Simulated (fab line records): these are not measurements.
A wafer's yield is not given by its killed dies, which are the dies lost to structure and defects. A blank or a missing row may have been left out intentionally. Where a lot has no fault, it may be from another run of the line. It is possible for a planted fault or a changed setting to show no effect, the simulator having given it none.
fab line records || flow nand-harc
record: {"lots": 7, "wafers": 20, "last-day": 33}
route steps=1302 shown A_ONON_D1@424
lots untouched by any fault: they come from a run of this same line in which no faults occurred
start-h: the number of hours between the record's first day and the start of the first shown wafer of the lot || wait-h: hours elapsed since this lot's preceding step || " the same as in the row above || L1.1+2: one row covering several wafers at once || - value missing, or start not given || * or withheld: withheld || < > ~ a bound
route shown NAME@n: NAME is a module with steps in the file, n the number in the route of the first one || usual: mean and standard deviation over wafers with no fault || same: alike in all rows || chamber/n: place in a boat || sites: readings site by site || _std_site: standard deviation of those values || _edge_site: outer sites' mean less inner sites' || radius-mm: for every site, how far away it sits from the centre of the wafer || mask NAME#n: copy n || behind: the tool/chamber that last shaped the wafer || hold: why the lot was held/for how many hours/how that ended || device: the n, p or np transistor that did not switch || end of line: the same wafers' tests at the end of the route || for a step that has no rows: nothing shown but its recipe || killed: not the wafer's yield, but the dies lost to structure and defects at the first sort || map: the dies of a wafer, with x for killed, . for not killed, _ for no die there
set.NAME: the setting as run; set.NAME@STEP: as run at that earlier step || model.NAME: the simulator's own value behind a step, which no gauge read
lots at some steps of the route; a table a step, a row a wafer
services: a tool's chamber out of use, with start hour (start-h, from the record's first day; less than 0 if before it), hours out, and reason
== steps ==
step: NHARC_A_ONON_D1_DEP_00
recipe: {"target-thk-a": 10000, "n2-flow-sccm": 2750, "n2o-flow-sccm": 2000, "nh3-flow-sccm": 500, "sih4-flow-sccm": 210, "temp-c": 400}
step: NHARC_A_ONON_D1_THK_MEAS_02
recipe: {"thk-meas-gauge": "ellipsometry"}
usual: {"thk-nm": "998/9"}
{"lot.wafer": "L603.3", "tool": "film-metro-02", "chamber": "-", "start-h": 191.79, "wait-h": "-", "thk-nm": 975}
{"lot.wafer": "L603.4", "tool": "film-metro-02", "chamber": "-", "start-h": 191.79, "wait-h": "-", "thk-nm": 975}
{"lot.wafer": "L603.6", "tool": "film-metro-02", "chamber": "-", "start-h": 191.79, "wait-h": "-", "thk-nm": 974}
{"lot.wafer": "L610.1", "tool": "film-metro-01", "chamber": "-", "start-h": 267.57, "wait-h": "-", "thk-nm": 1015}
{"lot.wafer": "L610.3", "tool": "film-metro-01", "chamber": "-", "start-h": 267.57, "wait-h": "-", "thk-nm": 1014}
{"lot.wafer": "L610.4", "tool": "film-metro-01", "chamber": "-", "start-h": 267.57, "wait-h": "-", "thk-nm": 1017}
{"lot.wafer": "L615.1", "tool": "film-metro-01", "chamber": "-", "start-h": 312.28, "wait-h": "-", "thk-nm": 1003}
{"lot.wafer": "L615.3", "tool": "film-metro-01", "chamber": "-", "start-h": 312.28, "wait-h": "-", "thk-nm": 1002}
{"lot.wafer": "L615.5", "tool": "film-metro-01", "chamber": "-", "start-h": 312.28, "wait-h": "-", "thk-nm": 1002}
{"lot.wafer": "L616.4", "tool": "film-metro-01", "chamber": "-", "start-h": 321.24, "wait-h": "-", "thk-nm": 993}
{"lot.wafer": "L616.5", "tool": "film-metro-01", "chamber": "-", "start-h": 321.24, "wait-h": "-", "thk-nm": 994}
{"lot.wafer": "L616.6", "tool": "film-metro-01", "chamber": "-", "start-h": 321.24, "wait-h": "-", "thk-nm": 994}
{"lot.wafer": "L617.2", "tool": "film-metro-01", "chamber": "-", "start-h": 335.25, "wait-h": "-", "thk-nm": 989}
{"lot.wafer": "L617.4", "tool": "film-metro-01", "chamber": "-", "start-h": 335.25, "wait-h": "-", "thk-nm": 989}
{"lot.wafer": "L622.3", "tool": "film-metro-01", "chamber": "-", "start-h": 388.68, "wait-h": "-", "thk-nm": 994}
{"lot.wafer": "L622.4", "tool": "film-metro-01", "chamber": "-", "start-h": 388.68, "wait-h": "-", "thk-nm": 995}
{"lot.wafer": "L622.6", "tool": "film-metro-01", "chamber": "-", "start-h": 388.68, "wait-h": "-", "thk-nm": 993}
{"lot.wafer": "L623.2", "tool": "film-metro-01", "chamber": "-", "start-h": 392.64, "wait-h": "-", "thk-nm": 990}
{"lot.wafer": "L623.5", "tool": "film-metro-01", "chamber": "-", "start-h": 392.64, "wait-h": "-", "thk-nm": 990}
{"lot.wafer": "L623.6", "tool": "film-metro-01", "chamber": "-", "start-h": 392.64, "wait-h": "-", "thk-nm": 991}
step: NHARC_A_ONON_D1_DEP_03
recipe: {"target-thk-a": 10000, "n2-flow-sccm": 2750, "n2o-flow-sccm": 2000, "nh3-flow-sccm": 500, "sih4-flow-sccm": 210, "temp-c": 400}
step: NHARC_A_ONON_D1_THK_MEAS_05
recipe: {"thk-meas-gauge": "ellipsometry"}
usual: {"thk-nm": "999/12"}
{"lot.wafer": "L603.3", "tool": "film-metro-02", "chamber": "-", "start-h": 192.36, "wait-h": "-", "thk-nm": 1009}
{"lot.wafer": "L603.4", "tool": "film-metro-02", "chamber": "-", "start-h": 192.36, "wait-h": "-", "thk-nm": 1009}
{"lot.wafer": "L603.6", "tool": "film-metro-02", "chamber": "-", "start-h": 192.36, "wait-h": "-", "thk-nm": 1010}
{"lot.wafer": "L610.1", "tool": "film-metro-01", "chamber": "-", "start-h": 268.16, "wait-h": "-", "thk-nm": 983}
{"lot.wafer": "L610.3", "tool": "film-metro-01", "chamber": "-", "start-h": 268.16, "wait-h": "-", "thk-nm": 983}
{"lot.wafer": "L610.4", "tool": "film-metro-01", "chamber": "-", "start-h": 268.16, "wait-h": "-", "thk-nm": 985}
{"lot.wafer": "L615.1", "tool": "film-metro-01", "chamber": "-", "start-h": 312.85, "wait-h": "-", "thk-nm": 998}
{"lot.wafer": "L615.3", "tool": "film-metro-01", "chamber": "-", "start-h": 312.85, "wait-h": "-", "thk-nm": 999}
{"lot.wafer": "L615.5", "tool": "film-metro-01", "chamber": "-", "start-h": 312.85, "wait-h": "-", "thk-nm": 998}
{"lot.wafer": "L616.4", "tool": "film-metro-01", "chamber": "-", "start-h": 321.81, "wait-h": "-", "thk-nm": 1001}
{"lot.wafer": "L616.5", "tool": "film-metro-01", "chamber": "-", "start-h": 321.81, "wait-h": "-", "thk-nm": 1002}
{"lot.wafer": "L616.6", "tool": "film-metro-01", "chamber": "-", "start-h": 321.81, "wait-h": "-", "thk-nm": 1001}
{"lot.wafer": "L617.2", "tool": "film-metro-02", "chamber": "-", "start-h": 335.81, "wait-h": "-", "thk-nm": 1006}
{"lot.wafer": "L617.4", "tool": "film-metro-02", "chamber": "-", "start-h": 335.81, "wait-h": "-", "thk-nm": 1004}
{"lot.wafer": "L622.3", "tool": "film-metro-02", "chamber": "-", "start-h": 389.25, "wait-h": "-", "thk-nm": 1002}
{"lot.wafer": "L622.4", "tool": "film-metro-02", "chamber": "-", "start-h": 389.25, "wait-h": "-", "thk-nm": 998}
{"lot.wafer": "L622.6", "tool": "film-metro-02", "chamber": "-", "start-h": 389.25, "wait-h": "-", "thk-nm": 1000}
{"lot.wafer": "L623.2", "tool": "film-metro-02", "chamber": "-", "start-h": 393.21, "wait-h": "-", "thk-nm": 1000}
{"lot.wafer": "L623.5", "tool": "film-metro-02", "chamber": "-", "start-h": 393.21, "wait-h": "-", "thk-nm": 1000}
{"lot.wafer": "L623.6", "tool": "film-metro-02", "chamber": "-", "start-h": 393.21, "wait-h": "-", "thk-nm": 1001}
step: NHARC_A_ONON_D1_DEP_06
recipe: {"target-thk-a": 10000, "n2-flow-sccm": 2750, "n2o-flow-sccm": 2000, "nh3-flow-sccm": 500, "sih4-flow-sccm": 210, "temp-c": 400}
step: NHARC_A_ONON_D1_THK_MEAS_08
recipe: {"thk-meas-gauge": "ellipsometry"}
usual: {"thk-nm": "1001/8.7"}
{"lot.wafer": "L603.3", "tool": "film-metro-02", "chamber": "-", "start-h": 192.93, "wait-h": "-", "thk-nm": 1000}
{"lot.wafer": "L603.4", "tool": "film-metro-02", "chamber": "-", "start-h": 192.93, "wait-h": "-", "thk-nm": 1000}
{"lot.wafer": "L603.6", "tool": "film-metro-02", "chamber": "-", "start-h": 192.93, "wait-h": "-", "thk-nm": 998}
{"lot.wafer": "L610.1", "tool": "film-metro-02", "chamber": "-", "start-h": 268.73, "wait-h": "-", "thk-nm": 1009}
{"lot.wafer": "L610.3", "tool": "film-metro-02", "chamber": "-", "start-h": 268.73, "wait-h": "-", "thk-nm": 1008}
{"lot.wafer": "L610.4", "tool": "film-metro-02", "chamber": "-", "start-h": 268.73, "wait-h": "-", "thk-nm": 1007}
{"lot.wafer": "L615.1", "tool": "film-metro-01", "chamber": "-", "start-h": 313.44, "wait-h": "-", "thk-nm": 997}
{"lot.wafer": "L615.3", "tool": "film-metro-01", "chamber": "-", "start-h": 313.44, "wait-h": "-", "thk-nm": 996}
{"lot.wafer": "L615.5", "tool": "film-metro-01", "chamber": "-", "start-h": 313.44, "wait-h": "-", "thk-nm": 998}
{"lot.wafer": "L616.4", "tool": "film-metro-01", "chamber": "-", "start-h": 322.38, "wait-h": "-", "thk-nm": 1009}
{"lot.wafer": "L616.5", "tool": "film-metro-01", "chamber": "-", "start-h": 322.38, "wait-h": "-", "thk-nm": 1011}
{"lot.wafer": "L616.6", "tool": "film-metro-01", "chamber": "-", "start-h": 322.38, "wait-h": "-", "thk-nm": 1008}
{"lot.wafer": "L617.2", "tool": "film-metro-02", "chamber": "-", "start-h": 336.37, "wait-h": "-", "thk-nm": 1008}
{"lot.wafer": "L617.4", "tool": "film-metro-02", "chamber": "-", "start-h": 336.37, "wait-h": "-", "thk-nm": 1008}
{"lot.wafer": "L622.3", "tool": "film-metro-02", "chamber": "-", "start-h": 389.82, "wait-h": "-", "thk-nm": 990}
{"lot.wafer": "L622.4", "tool": "film-metro-02", "chamber": "-", "start-h": 389.82, "wait-h": "-", "thk-nm": 990}
{"lot.wafer": "L622.6", "tool": "film-metro-02", "chamber": "-", "start-h": 389.82, "wait-h": "-", "thk-nm": 988}
{"lot.wafer": "L623.2", "tool": "film-metro-01", "chamber": "-", "start-h": 393.78, "wait-h": "-", "thk-nm": 1007}
{"lot.wafer": "L623.5", "tool": "film-metro-01", "chamber": "-", "start-h": 393.78, "wait-h": "-", "thk-nm": 1004}
{"lot.wafer": "L623.6", "tool": "film-metro-01", "chamber": "-", "start-h": 393.78, "wait-h": "-", "thk-nm": 1006}
step: NHARC_A_ONON_D1_DEP_09
recipe: {"target-thk-a": 10000, "n2-flow-sccm": 2750, "n2o-flow-sccm": 2000, "nh3-flow-sccm": 500, "sih4-flow-sccm": 210, "temp-c": 400}
step: NHARC_A_ONON_D1_THK_MEAS_11
recipe: {"thk-meas-gauge": "ellipsometry"}
usual: {"thk-nm": "999/7.8"}
{"lot.wafer": "L603.3", "tool": "film-metro-02", "chamber": "-", "start-h": 193.50, "wait-h": "-", "thk-nm": 993}
{"lot.wafer": "L603.4", "tool": "film-metro-02", "chamber": "-", "start-h": 193.50, "wait-h": "-", "thk-nm": 992}
{"lot.wafer": "L603.6", "tool": "film-metro-02", "chamber": "-", "start-h": 193.50, "wait-h": "-", "thk-nm": 993}
{"lot.wafer": "L610.1", "tool": "film-metro-01", "chamber": "-", "start-h": 269.30, "wait-h": "-", "thk-nm": 991}
{"lot.wafer": "L610.3", "tool": "film-metro-01", "chamber": "-", "start-h": 269.30, "wait-h": "-", "thk-nm": 989}
{"lot.wafer": "L610.4", "tool": "film-metro-01", "chamber": "-", "start-h": 269.30, "wait-h": "-", "thk-nm": 991}
{"lot.wafer": "L615.1", "tool": "film-metro-02", "chamber": "-", "start-h": 314.01, "wait-h": "-", "thk-nm": 1001}
{"lot.wafer": "L615.3", "tool": "film-metro-02", "chamber": "-", "start-h": 314.01, "wait-h": "-", "thk-nm": 1004}
{"lot.wafer": "L615.5", "tool": "film-metro-02", "chamber": "-", "start-h": 314.01, "wait-h": "-", "thk-nm": 1002}
{"lot.wafer": "L616.4", "tool": "film-metro-02", "chamber": "-", "start-h": 322.94, "wait-h": "-", "thk-nm": 990}
{"lot.wafer": "L616.5", "tool": "film-metro-02", "chamber": "-", "start-h": 322.94, "wait-h": "-", "thk-nm": 988}
{"lot.wafer": "L616.6", "tool": "film-metro-02", "chamber": "-", "start-h": 322.94, "wait-h": "-", "thk-nm": 988}
{"lot.wafer": "L617.2", "tool": "film-metro-02", "chamber": "-", "start-h": 336.94, "wait-h": "-", "thk-nm": 997}
{"lot.wafer": "L617.4", "tool": "film-metro-02", "chamber": "-", "start-h": 336.94, "wait-h": "-", "thk-nm": 999}
{"lot.wafer": "L622.3", "tool": "film-metro-02", "chamber": "-", "start-h": 390.40, "wait-h": "-", "thk-nm": 1000}
{"lot.wafer": "L622.4", "tool": "film-metro-02", "chamber": "-", "start-h": 390.40, "wait-h": "-", "thk-nm": 1000}
{"lot.wafer": "L622.6", "tool": "film-metro-02", "chamber": "-", "start-h": 390.40, "wait-h": "-", "thk-nm": 1000}
{"lot.wafer": "L623.2", "tool": "film-metro-01", "chamber": "-", "start-h": 394.35, "wait-h": "-", "thk-nm": 990}
{"lot.wafer": "L623.5", "tool": "film-metro-01", "chamber": "-", "start-h": 394.35, "wait-h": "-", "thk-nm": 993}
{"lot.wafer": "L623.6", "tool": "film-metro-01", "chamber": "-", "start-h": 394.35, "wait-h": "-", "thk-nm": 991}
step: NHARC_A_ONON_D1_DEP_12
recipe: {"target-thk-a": 10000, "n2-flow-sccm": 2750, "n2o-flow-sccm": 2000, "nh3-flow-sccm": 500, "sih4-flow-sccm": 210, "temp-c": 400}
step: NHARC_A_ONON_D1_THK_MEAS_14
recipe: {"thk-meas-gauge": "ellipsometry"}
usual: {"thk-nm": "1002/10"}
{"lot.wafer": "L603.3", "tool": "film-metro-02", "chamber": "-", "start-h": 194.07, "wait-h": "-", "thk-nm": 998}
{"lot.wafer": "L603.4", "tool": "film-metro-02", "chamber": "-", "start-h": 194.07, "wait-h": "-", "thk-nm": 997}
{"lot.wafer": "L603.6", "tool": "film-metro-02", "chamber": "-", "start-h": 194.07, "wait-h": "-", "thk-nm": 999}
{"lot.wafer": "L610.1", "tool": "film-metro-02", "chamber": "-", "start-h": 269.89, "wait-h": "-", "thk-nm": 1000}
{"lot.wafer": "L610.3", "tool": "film-metro-02", "chamber": "-", "start-h": 269.89, "wait-h": "-", "thk-nm": 999}
{"lot.wafer": "L610.4", "tool": "film-metro-02", "chamber": "-", "start-h": 269.89, "wait-h": "-", "thk-nm": 997}
{"lot.wafer": "L615.1", "tool": "film-metro-02", "chamber": "-", "start-h": 314.58, "wait-h": "-", "thk-nm": 1022}
{"lot.wafer": "L615.3", "tool": "film-metro-02", "chamber": "-", "start-h": 314.58, "wait-h": "-", "thk-nm": 1023}
{"lot.wafer": "L615.5", "tool": "film-metro-02", "chamber": "-", "start-h": 314.58, "wait-h": "-", "thk-nm": 1022}
{"lot.wafer": "L616.4", "tool": "film-metro-01", "chamber": "-", "start-h": 323.50, "wait-h": "-", "thk-nm": 1000}
{"lot.wafer": "L616.5", "tool": "film-metro-01", "chamber": "-", "start-h": 323.50, "wait-h": "-", "thk-nm": 1001}
{"lot.wafer": "L616.6", "tool": "film-metro-01", "chamber": "-", "start-h": 323.50, "wait-h": "-", "thk-nm": 998}
{"lot.wafer": "L617.2", "tool": "film-metro-01", "chamber": "-", "start-h": 337.51, "wait-h": "-", "thk-nm": 998}
{"lot.wafer": "L617.4", "tool": "film-metro-01", "chamber": "-", "start-h": 337.51, "wait-h": "-", "thk-nm": 995}
{"lot.wafer": "L622.3", "tool": "film-metro-02", "chamber": "-", "start-h": 390.97, "wait-h": "-", "thk-nm": 991}
{"lot.wafer": "L622.4", "tool": "film-metro-02", "chamber": "-", "start-h": 390.97, "wait-h": "-", "thk-nm": 994}
{"lot.wafer": "L622.6", "tool": "film-metro-02", "chamber": "-", "start-h": 390.97, "wait-h": "-", "thk-nm": 996}
{"lot.wafer": "L623.2", "tool": "film-metro-02", "chamber": "-", "start-h": 394.91, "wait-h": "-", "thk-nm": 1015}
{"lot.wafer": "L623.5", "tool": "film-metro-02", "chamber": "-", "start-h": 394.91, "wait-h": "-", "thk-nm": 1016}
{"lot.wafer": "L623.6", "tool": "film-metro-02", "chamber": "-", "start-h": 394.91, "wait-h": "-", "thk-nm": 1015}
step: NHARC_A_ONON_D1_ANNEAL_15
recipe: {"temp-c": 750, "time-s": 3600}
step: NHARC_A_ONON_D1_DEP_16
recipe: {"target-thk-a": 10000, "n2-flow-sccm": 2750, "n2o-flow-sccm": 2000, "nh3-flow-sccm": 500, "sih4-flow-sccm": 210, "temp-c": 400}
{"lot.wafer": "L603.3+4+6", "tool": "pecvd-onon-04", "chamber": 0, "start-h": 201.25, "wait-h": 0.2}
{"lot.wafer": "L610.1+3+4", "tool": "pecvd-onon-03", "chamber": 0, "start-h": 279.11, "wait-h": 0.1}
{"lot.wafer": "L615.1+3+5", "tool": "pecvd-onon-03", "chamber": 0, "start-h": 322.21, "wait-h": 0.2}
{"lot.wafer": "L616.4+5+6", "tool": "pecvd-onon-03", "chamber": 0, "start-h": 331.64, "wait-h": 0.2}
{"lot.wafer": "L617.2+4", "tool": "pecvd-onon-03", "chamber": 0, "start-h": 348.64, "wait-h": 0.1}
{"lot.wafer": "L623.2+5+6", "tool": "pecvd-onon-01", "chamber": 0, "start-h": 401.67, "wait-h": 0.1}
{"lot.wafer": "L622.3+4+6", "tool": "pecvd-onon-03", "chamber": 0, "start-h": 401.73, "wait-h": 0.2}
step: NHARC_A_ONON_D1_THK_MEAS_18
recipe: {"thk-meas-gauge": "ellipsometry"}
usual: {"thk-nm": "1000/6.8"}
{"lot.wafer": "L603.3", "tool": "film-metro-02", "chamber": "-", "start-h": 201.64, "wait-h": "-", "thk-nm": 1005}
{"lot.wafer": "L603.4", "tool": "film-metro-02", "chamber": "-", "start-h": 201.64, "wait-h": "-", "thk-nm": 1003}
{"lot.wafer": "L603.6", "tool": "film-metro-02", "chamber": "-", "start-h": 201.64, "wait-h": "-", "thk-nm": 1007}
{"lot.wafer": "L610.1", "tool": "film-metro-01", "chamber": "-", "start-h": 279.62, "wait-h": "-", "thk-nm": 1000}
{"lot.wafer": "L610.3", "tool": "film-metro-01", "chamber": "-", "start-h": 279.62, "wait-h": "-", "thk-nm": 999}
{"lot.wafer": "L610.4", "tool": "film-metro-01", "chamber": "-", "start-h": 279.62, "wait-h": "-", "thk-nm": 999}
{"lot.wafer": "L615.1", "tool": "film-metro-01", "chamber": "-", "start-h": 322.72, "wait-h": "-", "thk-nm": 1306}
{"lot.wafer": "L615.3", "tool": "film-metro-01", "chamber": "-", "start-h": 322.72, "wait-h": "-", "thk-nm": 1006}
{"lot.wafer": "L615.5", "tool": "film-metro-01", "chamber": "-", "start-h": 322.72, "wait-h": "-", "thk-nm": 1008}
{"lot.wafer": "L616.4", "tool": "film-metro-01", "chamber": "-", "start-h": 331.98, "wait-h": "-", "thk-nm": 1302}
{"lot.wafer": "L616.5", "tool": "film-metro-01", "chamber": "-", "start-h": 331.98, "wait-h": "-", "thk-nm": 1001}
{"lot.wafer": "L616.6", "tool": "film-metro-01", "chamber": "-", "start-h": 331.98, "wait-h": "-", "thk-nm": 1001}
{"lot.wafer": "L617.2", "tool": "film-metro-02", "chamber": "-", "start-h": 349.09, "wait-h": "-", "thk-nm": 1003}
{"lot.wafer": "L617.4", "tool": "film-metro-02", "chamber": "-", "start-h": 349.09, "wait-h": "-", "thk-nm": 1303}
{"lot.wafer": "L623.2", "tool": "film-metro-01", "chamber": "-", "start-h": 402.12, "wait-h": "-", "thk-nm": 993}
{"lot.wafer": "L623.5", "tool": "film-metro-01", "chamber": "-", "start-h": 402.12, "wait-h": "-", "thk-nm": 994}
{"lot.wafer": "L623.6", "tool": "film-metro-01", "chamber": "-", "start-h": 402.12, "wait-h": "-", "thk-nm": 994}
{"lot.wafer": "L622.3", "tool": "film-metro-02", "chamber": "-", "start-h": 402.13, "wait-h": "-", "thk-nm": 990}
{"lot.wafer": "L622.4", "tool": "film-metro-02", "chamber": "-", "start-h": 402.13, "wait-h": "-", "thk-nm": 988}
{"lot.wafer": "L622.6", "tool": "film-metro-02", "chamber": "-", "start-h": 402.13, "wait-h": "-", "thk-nm": 988}
step: NHARC_A_ONON_D1_DEP_19
recipe: {"target-thk-a": 10000, "n2-flow-sccm": 2750, "n2o-flow-sccm": 2000, "nh3-flow-sccm": 500, "sih4-flow-sccm": 210, "temp-c": 400}
== services ==
{"tool": "pecvd-onon-03", "chamber": "-", "start-h": 227.00, "hours": 13.0, "kind": "pm"}
{"tool": "pecvd-onon-01", "chamber": "-", "start-h": 269.67, "hours": 13.0, "kind": "pm"}
{"tool": "pecvd-onon-04", "chamber": "-", "start-h": 311.00, "hours": 13.0, "kind": "pm"}
== key ==
first-sign: {"step": "NHARC_A_ONON_D1_THK_MEAS_18", "reading": "thk-nm", "direction": "up", "sigmas": 44, "usual": 1000, "struck": 1303}
effect none on later readings
met-at NHARC_A_ONON_D1_DEP_16
struck-wafers L615.1,L616.4,L617.4
tester-left-out L615,L616,L617
onset-between 279.11 322.21
fault: {"kind": "process-parameter-drift", "tool": "pecvd-onon-03", "chamber": "-", "onset-h": 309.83, "steps": "NHARC_A_ONON_D1_DEP_16", "channel": "target-thk-a", "offset": "*", "shape": "step", "end-h": 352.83, "scope": "struck-wafers-only", "acts-in": "*", "stated": "*"}
tester-left-out: of these lots the tester's yield and bins aren't shown, on N5 and GAA mostly nor the transistor test; their killed dies are dies lost to structure and defects alone, not to doping, threshold or leakage, so they don't give the yield
